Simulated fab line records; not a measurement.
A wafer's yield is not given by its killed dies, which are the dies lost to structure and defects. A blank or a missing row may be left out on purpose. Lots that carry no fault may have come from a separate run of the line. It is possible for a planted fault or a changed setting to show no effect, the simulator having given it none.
fab line records	flow nandHarc
record: lots: 12	wafers: 36	lastDay: 33
route steps=1302 shown P_ZERO_WELL@17 P_STI@85 END@1302
lots that met no fault: from a run of the same line without faults
startH: the number of hours between the record's first day and the start of the first shown wafer of the lot	waitH: hours elapsed since this lot's preceding step	" unchanged from the row above	L1.1+2: one row covering several wafers at once	- no value, or no start was given	* or withheld: withheld	< > ~ a bound
route shown NAME@n: a module of which the file shows steps, and the number in the route of the first	usual: average and standard deviation across the fault-free wafers	same: alike in all rows	chamber/n: place in a boat	sites: readings site by site	_std_site: how widely they spread, as a standard deviation	_edge_site: outer sites' mean less inner sites'	radiusMm: for every site, how far away it sits from the centre of the wafer	mask NAME#n: copy n	behind: the most recent tool/chamber to have shaped the wafer	hold: the reason the lot was held/the length of the hold in hours/how it ended	device: the transistor (n, p or np) that didn't switch	end of line: the route-end tests of the same wafers	a step given without rows: its recipe and nothing more	killed: the dies lost at the first sort to structure and to defects; this is not the yield of the wafer	map: shows each die of a wafer: x if killed, . if not, _ if none is there
set.NAME: the run value of the setting; set.NAME@STEP: its run value at that earlier step	model.NAME: the simulator's own value behind a step, which no gauge read
the route's steps for a sample of lots (tables are steps, rows are wafers)
services: from which hour (startH, from the record's first day; less than 0 if before it) a tool's chamber was out of use, for how many hours, and why
== steps ==
step: NHARC_P_ZERO_WELL_ETCH_65
recipe: targetDepthA: 800	overetchA: 240	timeS: 87.88	ionEnergyEv: 200	n2FlowSccm: 150	h2FlowSccm: 150	arFlowSccm: 0	rfW: 400	biasW: 150	chemistry: N2/H2
usual: drypumpMotorCurrentA: 5.7/0.46	mfcArSccm: 0.010/0.012	oesProductAu: 1.000/0.011	rfVppV: 429.9/2.7	showerheadPlenumPTorr: 2.02/0.092	throttleValvePct: 14.171/0.0089
lot.wafer	tool	chamber	startH	waitH	drypumpMotorCurrentA	mfcArSccm	oesProductAu	rfHoursCounterH	rfVppV	showerheadPlenumPTorr	throttleValvePct
L386.1	rieDiel-04	1	31.48	0.1	6.6	0	1.003	3	433.5	2.13	14.170
L386.2	"	3	"	"	6.6	0.012	1.017	3	432.9	2.14	14.164
L386.5	"	1	"	"	6.6	0	1.010	-	432.5	2.13	14.181
L388.1	rieDiel-04	3	51.62	0.1	6.6	0.012	1.010	8	433.1	2.14	14.190
L388.2	"	2	"	"	5.7	0.019	0.999	10	428.7	1.94	14.171
L388.6	"	3	"	"	6.6	0.012	1.024	-	432.3	2.14	14.163
L391.2	rieDiel-05	3	81.38	0.1	5.7	0	0.985	8	426.8	1.89	14.171
L391.4	"	1	"	"	5.1	0	1.005	9	428.4	2.02	14.172
L391.5	"	3	"	"	5.7	0	0.991	-	426.8	1.89	14.190
L392.4	rieDiel-10	1	91.71	0.1	5.2	0	1.007	5	432.8	2.15	14.160
L392.3	"	0	"	"	6.1	0	0.989	6	427.5	1.93	14.166
L392.6	"	1	"	"	5.2	0	1.009	-	433.6	2.15	14.162
L393.2	rieDiel-04	2	101.58	0.2	5.7	0.019	0.995	27	427.1	1.94	14.187
L393.6	"	2	"	"	5.8	0.019	0.991	-	428.4	1.94	14.160
L393.5	"	3	"	"	6.6	0.012	1.007	-	433.8	2.13	14.170
L399.1	rieDiel-10	0	161.68	0.2	6.1	0	0.988	30	426.6	1.92	14.168
L399.3	"	1	"	"	5.2	0	1.021	26	433.5	2.14	14.184
L399.6	"	2	"	"	5.5	0	0.978	-	427.1	1.92	14.153
L403.4	rieDiel-05	1	201.49	0.1	5.1	0	1.008	48	429.8	2.00	14.164
L403.1	"	2	"	"	5.5	0.025	0.998	47	429.4	2.02	14.157
L403.3	"	3	"	"	5.7	0	0.996	48	425.3	1.88	14.185
L404.2	rieDiel-05	3	211.37	0.1	5.7	0	1.010	54	424.4	1.88	14.158
L404.3	"	1	"	"	5.1	0	0.996	51	429.1	2.00	14.180
L404.6	"	2	"	"	5.5	0.025	0.991	-	430.1	2.02	14.176
L405.4	rieDiel-04	3	221.54	0.1	6.6	0.012	0.996	10	432.7	2.12	14.172
L405.3	"	2	"	"	5.8	0.019	1.026	13	424.8	1.93	14.173
L405.6	"	3	"	"	6.6	0.012	0.990	-	432.5	2.12	14.164
L406.2	rieDiel-10	1	232.08	0.3	5.2	0	1.018	52	434.1	2.13	14.177
L406.3	"	3	"	"	6.1	0.033	1.003	51	432.8	2.05	14.175
L406.6	"	1	"	"	5.2	0	1.016	-	433.0	2.13	14.166
L407.3	rieDiel-05	1	241.39	0.1	5.1	0	0.991	0	430.1	2.00	14.175
L407.4	"	2	"	"	5.5	0.025	1.016	0	429.8	2.02	14.184
L407.6	"	1	"	"	5.1	0	0.986	-	431.7	2.00	14.171
L408.1	rieDiel-04	1	251.48	0.1	6.5	0	0.975	17	432.3	2.11	14.168
L408.3	"	0	"	"	5.3	0.027	1.014	18	426.9	1.92	14.159
L408.6	"	2	"	"	5.7	0.019	1.007	-	427.1	1.92	14.168
step: NHARC_P_ZERO_WELL_CD_MEAS_24
recipe: targetCdNm: 720	landingEnergyEv: 500
usual: cdNm: 719.6/2.5
lot.wafer	tool	chamber	startH	waitH	cdNm
L386.1	cdSem-03	0	32.58	-	720.4
L386.2	"	0	"	"	718.4
L386.5	"	0	"	"	719.7
L388.1	cdSem-02	0	52.75	-	719.3
L388.2	"	0	"	"	719.8
L388.6	"	0	"	"	721.8
L391.2	cdSem-01	0	82.48	-	718.4
L391.4	"	0	"	"	714.1
L391.5	"	0	"	"	719.7
L392.3	cdSem-03	0	92.81	-	715.7
L392.4	"	0	"	"	715.4
L392.6	"	0	"	"	719.0
L393.2	cdSem-03	0	102.69	-	718.3
L393.5	"	0	"	"	720.9
L393.6	"	0	"	"	718.6
L399.1	cdSem-02	0	162.77	-	720.0
L399.3	"	0	"	"	720.7
L399.6	"	0	"	"	720.2
L403.1	cdSem-02	0	202.58	-	723.5
L403.3	"	0	"	"	720.4
L403.4	"	0	"	"	721.6
L404.2	cdSem-02	0	212.35	-	723.4
L404.3	"	0	"	"	725.4
L404.6	"	0	"	"	717.8
L405.3	cdSem-02	0	222.65	-	720.6
L405.4	"	0	"	"	717.9
L405.6	"	0	"	"	717.0
L406.2	cdSem-02	0	233.29	-	718.6
L406.3	"	0	"	"	720.5
L406.6	"	0	"	"	722.7
L407.3	cdSem-02	0	242.37	-	721.4
L407.4	"	0	"	"	720.2
L407.6	"	0	"	"	726.3
L408.1	cdSem-03	0	252.61	-	715.2
L408.3	"	0	"	"	716.2
L408.6	"	0	"	"	719.8
step: NHARC_P_ZERO_WELL_EXPOSE_34
recipe: na: 0.6	targetCdNm: 720	doseMj: 22.31	maskId: P_PWELL
usual: focusOffsetNm: -0.1/0.51
lot.wafer	tool	chamber	startH	waitH	mask	focusOffsetNm
L386.1	krfScanner-02	0	34.06	-	P_PWELL#0	0.3
L386.2	"	0	"	"	P_PWELL#0	0.7
L386.5	"	0	"	"	P_PWELL#0	0.4
L388.1	krfScanner-01	0	54.13	-	P_PWELL#0	-0.8
L388.2	"	0	"	"	P_PWELL#0	-0.7
L388.6	"	0	"	"	P_PWELL#0	0.4
L391.2	krfScanner-02	0	83.97	-	P_PWELL#0	-0.4
L391.4	"	0	"	"	P_PWELL#0	-0.1
L391.5	"	0	"	"	P_PWELL#0	0.2
L392.3	krfScanner-04	0	94.35	-	P_PWELL#0	-0.4
L392.4	"	0	"	"	P_PWELL#0	-0.6
L392.6	"	0	"	"	P_PWELL#0	-0.6
L393.2	krfScanner-02	0	104.18	-	P_NWELL#0	0.0
L393.5	"	0	"	"	P_NWELL#0	-0.2
L393.6	"	0	"	"	P_NWELL#0	0.1
L399.1	krfScanner-01	0	164.26	-	P_PWELL#0	-0.2
L399.3	"	0	"	"	P_PWELL#0	0.1
L399.6	"	0	"	"	P_PWELL#0	0.6
L403.1	krfScanner-02	0	204.06	-	P_PWELL#0	-0.8
L403.3	"	0	"	"	P_PWELL#0	0.2
L403.4	"	0	"	"	P_PWELL#0	-0.3
L404.2	krfScanner-02	0	213.70	-	P_PWELL#0	-1.0
L404.3	"	0	"	"	P_PWELL#0	0.1
L404.6	"	0	"	"	P_PWELL#0	0.2
L405.3	krfScanner-02	0	224.01	-	P_PWELL#0	-0.4
L405.4	"	0	"	"	P_PWELL#0	0.0
L405.6	"	0	"	"	P_PWELL#0	-0.2
L406.2	krfScanner-01	0	234.80	-	P_PWELL#0	0.2
L406.3	"	0	"	"	P_PWELL#0	0.0
L406.6	"	0	"	"	P_PWELL#0	0.2
L407.3	krfScanner-04	0	243.87	-	P_PWELL#0	-0.3
L407.4	"	0	"	"	P_PWELL#0	-0.3
L407.6	"	0	"	"	P_PWELL#0	-0.1
L408.1	krfScanner-04	0	253.96	-	P_PWELL#0	-0.6
L408.3	"	0	"	"	P_PWELL#0	-1.3
L408.6	"	0	"	"	P_PWELL#0	-0.1
step: NHARC_P_ZERO_WELL_CD_MEAS_37
recipe: targetCdNm: 720	landingEnergyEv: 500
usual: cdNm: 720.0/1.8
lot.wafer	tool	chamber	startH	waitH	cdNm
L386.1	cdSem-03	0	34.22	-	723.1
L386.2	"	0	"	"	718.2
L386.5	"	0	"	"	722.9
L388.1	cdSem-02	0	54.29	-	723.0
L388.2	"	0	"	"	719.4
L388.6	"	0	"	"	720.4
L391.2	cdSem-02	0	84.12	-	719.9
L391.4	"	0	"	"	718.3
L391.5	"	0	"	"	720.2
L392.3	cdSem-01	0	94.51	-	722.0
L392.4	"	0	"	"	721.2
L392.6	"	0	"	"	719.1
L393.2	cdSem-02	0	104.34	-	-
L393.5	"	0	"	"	-
L393.6	"	0	"	"	-
L399.1	cdSem-02	0	164.42	-	720.9
L399.3	"	0	"	"	721.0
L399.6	"	0	"	"	724.5
L403.1	cdSem-02	0	204.22	-	719.5
L403.3	"	0	"	"	722.2
L403.4	"	0	"	"	719.0
L404.2	cdSem-01	0	213.86	-	719.1
L404.3	"	0	"	"	719.7
L404.6	"	0	"	"	721.1
L405.3	cdSem-02	0	224.16	-	719.5
L405.4	"	0	"	"	718.4
L405.6	"	0	"	"	722.8
L406.2	cdSem-03	0	234.96	-	717.7
L406.3	"	0	"	"	717.2
L406.6	"	0	"	"	718.4
L407.3	cdSem-02	0	244.02	-	718.1
L407.4	"	0	"	"	721.8
L407.6	"	0	"	"	719.8
L408.1	cdSem-02	0	254.12	-	722.1
L408.3	"	0	"	"	720.6
L408.6	"	0	"	"	720.9
step: NHARC_P_STI_INSPECT_11
usual: rawDefectCount: 5.5/2.8
lot.wafer	tool	chamber	startH	waitH	rawDefectCount
L386.1	defectInspect-02	-	53.75	0.0	5
L386.2	"	-	"	"	7
L386.5	"	-	"	"	4
L388.1	defectInspect-01	-	72.19	0.0	4
L388.2	"	-	"	"	5
L388.6	"	-	"	"	9
L391.2	defectInspect-02	-	103.23	0.0	11
L391.4	"	-	"	"	6
L391.5	"	-	"	"	15
L392.3	defectInspect-01	-	115.25	0.0	6
L392.4	"	-	"	"	3
L392.6	"	-	"	"	3
L399.1	defectInspect-01	-	184.06	0.0	5
L399.3	"	-	"	"	6
L399.6	"	-	"	"	3
L403.1	defectInspect-02	-	224.57	0.0	7
L403.3	"	-	"	"	3
L403.4	"	-	"	"	5
L404.2	defectInspect-01	-	232.23	0.0	4
L404.3	"	-	"	"	5
L404.6	"	-	"	"	8
L405.3	defectInspect-01	-	245.92	0.0	2
L405.4	"	-	"	"	2
L405.6	"	-	"	"	5
L406.2	defectInspect-01	-	254.81	0.0	2
L406.3	"	-	"	"	8
L406.6	"	-	"	"	3
L407.3	defectInspect-01	-	266.33	0.0	6
L407.4	"	-	"	"	6
L407.6	"	-	"	"	5
L408.1	defectInspect-02	-	276.38	0.0	4
L408.3	"	-	"	"	8
L408.6	"	-	"	"	5
step: NHARC_END_SORT_01
recipe: tempC: 25
usual: killedAtArray: 52/17	killedAtOther: 1.2/1.4	killedAtPeriphery: 4.7/2.9	killedDies: 58/17	killedOpen: 3.2/1.9	killedShort: 2.4/1.4
same: grossDies: 677
lot.wafer	tool	chamber	startH	waitH	killedAtArray	killedAtOther	killedAtPeriphery	killedDies	killedOpen	killedShort
L393.2	prober-02	0	643.63	2.8	69	0	608	677	2	1
L393.5	prober-02	0	646.03	3.7	81	0	596	677	8	3
L393.6	prober-02	0	646.83	4.0	63	0	614	677	1	2
killed by level:class
L393.2 P_ZERO_WELL:areaExpose=606 A_SLIT:chamberFilmFlake=30 A_CHANNEL_HOLE_D2:chamberFilmFlake=15 A_CHANNEL_HOLE_D1:chamberFilmFlake=14 A_DECK1_JOINT:chamberFilmFlake=2 A_STAIRCASE:chamberFilmFlake=2 A_WL_FILL:chamberFilmFlake=2 P_CONTACT:geometricParticle:open=1
L393.5 P_ZERO_WELL:areaExpose=590 A_SLIT:chamberFilmFlake=23 A_CHANNEL_HOLE_D2:chamberFilmFlake=22 A_CHANNEL_HOLE_D1:chamberFilmFlake=22 P_M0:geometricParticle:open=3 A_CONTACT:chamberFilmFlake=3 A_M0:geometricParticle:short=2 A_M0:geometricParticle:open=2
L393.6 P_ZERO_WELL:areaExpose=612 A_SLIT:chamberFilmFlake=32 A_CHANNEL_HOLE_D2:chamberFilmFlake=13 A_CHANNEL_HOLE_D1:chamberFilmFlake=12 P_GATE:chamberFilmFlake=2 A_CONTACT:chamberFilmFlake=2 A_ONON_D2:geometricParticle:short=1 A_CHANNEL_FILL_D2:geometricParticle:open=1
== services ==
tool	chamber	startH	hours	kind
krfScanner-04	-	10.00	4.0	pm
krfScanner-02	-	21.17	2.9	repair
rieDiel-04	1	43.92	8.7	repair
rieDiel-05	-	52.60	9.0	pm
krfScanner-02	-	53.03	1.2	repair
rieDiel-10	1	56.31	2.9	repair
rieDiel-05	1	62.95	3.4	repair
rieDiel-05	0	67.42	4.4	repair
rieDiel-10	-	67.62	9.0	pm
rieDiel-05	-	77.63	0.2	repair
rieDiel-05	3	83.81	2.4	repair
krfScanner-02	-	94.00	4.0	pm
krfScanner-04	-	100.84	0.2	repair
krfScanner-01	-	115.96	1.7	repair
krfScanner-01	-	119.15	0.5	repair
krfScanner-02	-	129.66	3.4	repair
krfScanner-01	-	133.53	3.1	repair
krfScanner-01	-	140.00	4.0	pm
rieDiel-05	2	151.25	8.9	repair
krfScanner-01	-	156.86	1.2	repair
rieDiel-04	-	178.68	9.0	pm
krfScanner-02	-	193.67	0.4	repair
krfScanner-04	-	221.44	0.4	repair
rieDiel-05	-	231.94	9.0	pm
== key ==
firstSign: step: NHARC_P_ZERO_WELL_EXPOSE_34	reading: mask	direction: changed
effect: step: NHARC_P_ZERO_WELL_CD_MEAS_37	reading: cdNm	direction: missing
effect: step: NHARC_END_SORT_01	reading: killedAtPeriphery	direction: up	sigmas: 99+	usual: 4.7	struck: 606
moreKillsBornAt: NHARC_P_ZERO_WELL_EXPOSE_34@krfScanner-02: 1808
metAt NHARC_P_ZERO_WELL_EXPOSE_34
struckLots L393
laterRowsLeftOut L393.2,L393.5,L393.6
testerLeftOut L393
notActingAt NHARC_P_ZERO_WELL_ETCH_65,NHARC_P_ZERO_WELL_CD_MEAS_24,NHARC_P_STI_INSPECT_11
onsetBetween 83.97 104.18
fault: kind: wrongMask	tool: any	chamber: -	onsetH: 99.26	steps: NHARC_P_ZERO_WELL_EXPOSE_34	auxCopy: P_NWELL#0	scope: struckLotsOnly
testerLeftOut: of these lots the tester's yield and bins aren't shown, on N5 and GAA mostly nor the transistor test; their killed dies are dies lost to structure and defects alone, not to doping, threshold or leakage, so they don't give the yield
laterRowsLeftOut: the simulator's readings of these wafers behind a module that went badly wrong aren't trusted and aren't shown, but for the sort
